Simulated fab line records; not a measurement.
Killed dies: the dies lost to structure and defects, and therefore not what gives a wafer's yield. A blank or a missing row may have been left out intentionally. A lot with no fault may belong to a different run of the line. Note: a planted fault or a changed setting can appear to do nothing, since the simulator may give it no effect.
Comparing a struck lot with a sound one / flow n5_finfet / 36 out of 1938 route steps
Sound: these wafers, L868.1, L868.3, L868.4. Wafers L877.2, L877.5, L877.6 were the ones struck. The cause is given at the end.
At each step with rows: each side's tool, then ch and its chambers, then its first start. Under that, the readings that differ: sound wafers / struck wafers / difference of the means / sigmas: that difference in standard deviations of wafers without a fault.
alike: a reading whose means differ by less than 2 such deviations, as well as words and numbers matching on both sides. not compared: withheld readings; readings where some wafer has no value; bounds like >300 that might hide an equal value; numbers whose values overlap and for which the record gives no deviation.
Wherever a step has rows on one side only, a row that says differs or no value, or a row with sigmas, the two part there. When numbers do not overlap yet have no deviation, they are printed without sigmas and do not part them. A reading that every wafer of one side lacks parts them only if that side has two wafers or more.

first, 10 steps without rows for these wafers: N5_BEOL_M15_DESCUM_33 (chemistry O2, time 7.9 s); N5_BEOL_M15_ETCH_61 (etches BARC in N2/H2, target depth 89 nm, overetch 26.7 nm, time 67.9 s); N5_BEOL_M15_TRENCH_ETCH_34 (etches SiO2 in C4F8/O2/Ar, target depth 872.93 nm, time 199 s); N5_BEOL_M15_STRIP_36 (strips in O2); N5_BEOL_M15_STRIP_62 (strips in O2); N5_BEOL_M15_STRIP_37 (strips in O2); N5_BEOL_M15_ETCH_38 (etches SiCN in CF4/N2, target depth 106.4 nm, time 120.5 s); N5_BEOL_M15_PRECLEAN_39 (cleans in residue remover, time 60 s); N5_BEOL_M15_SRD_40 (time 30 s, dry time 30 s); N5_BEOL_M15_DEGAS_41 (time 60 s).
N5_BEOL_M15_PRE_CLEAN_42: time 30 s.
  sound: pvd_sputter-01 at day 13 13:31; struck: pvd_sputter-01 at day 17 02:02
  alike: heater_power_w, susceptor_temp_C
then, 24 steps without rows for these wafers: N5_BEOL_M15_SPUTTER_43 (material TaN, target thk 15 nm, time 24.19 s); N5_BEOL_M15_SPUTTER_44 (material Ta, target thk 15 nm, time 24.19 s); N5_BEOL_M15_SPUTTER_45 (material Cu, target thk 100 nm, time 16.67 s); N5_BEOL_M15_ECD_47 (material Cu, target thk 1860 nm); N5_BEOL_M15_ANNEAL_48 (time 90 s); N5_BEOL_M15_CMP_49 (polishes, stops on SiO2, t overpolish 4.9 s, target thk 850 nm); N5_BEOL_M15_PRE_CLEAN_52 (time 15 s); N5_BEOL_M15_DEP_53 (deposits SiCN from 3MS/NH3, target thk 50 nm, time 17.8 s); N5_PASSIVATION_PECVD_00 (deposits SiO2 from SiH4/N2O, target thk 200 nm, time 11.2 s); N5_MIM_BOT_DEGAS_01 (time 60 s); N5_MIM_BOT_SPUTTER_00 (material TiN, target thk 35 nm, time 89.7 s); N5_MIM_TOP_ALD_00 (deposits Al2O3, purge time 3 s, co reactant pulse time 3 s); N5_MIM_TOP_ALD_01 (deposits HfO2, target thk 5.6 nm, pulse time 1 s, purge time 3 s); N5_MIM_TOP_ALD_02 (deposits Al2O3, purge time 3 s, co reactant pulse time 3 s); N5_MIM_TOP_DEGAS_04 (time 60 s); N5_MIM_TOP_SPUTTER_03 (material TiN, target thk 35 nm, time 89.7 s); N5_MIM_TOP_LITHO_HMDS_01 (time 60 s); N5_MIM_TOP_LITHO_COAT_02; N5_MIM_TOP_LITHO_EBR_04; N5_MIM_TOP_LITHO_SOFTBAKE_03 (time 90 s); N5_MIM_TOP_LITHO_EXPOSE_05 (exposes mask MIM TOP, target cd 2000 nm); N5_MIM_TOP_LITHO_PEB_06; N5_MIM_TOP_LITHO_DEVELOP_07 (develop time 60 s); N5_MIM_TOP_LITHO_HARDBAKE_09 (time 120 s).
N5_PASSIVATION_PROBE_49:
  rows exist in the record for the struck wafers here (prober-02, day 17 18:23), but not for the sound ones

## WHERE THEY PART
N5_PASSIVATION_PROBE_49 only, going by this record.

WHY: what had been put in by the simulator
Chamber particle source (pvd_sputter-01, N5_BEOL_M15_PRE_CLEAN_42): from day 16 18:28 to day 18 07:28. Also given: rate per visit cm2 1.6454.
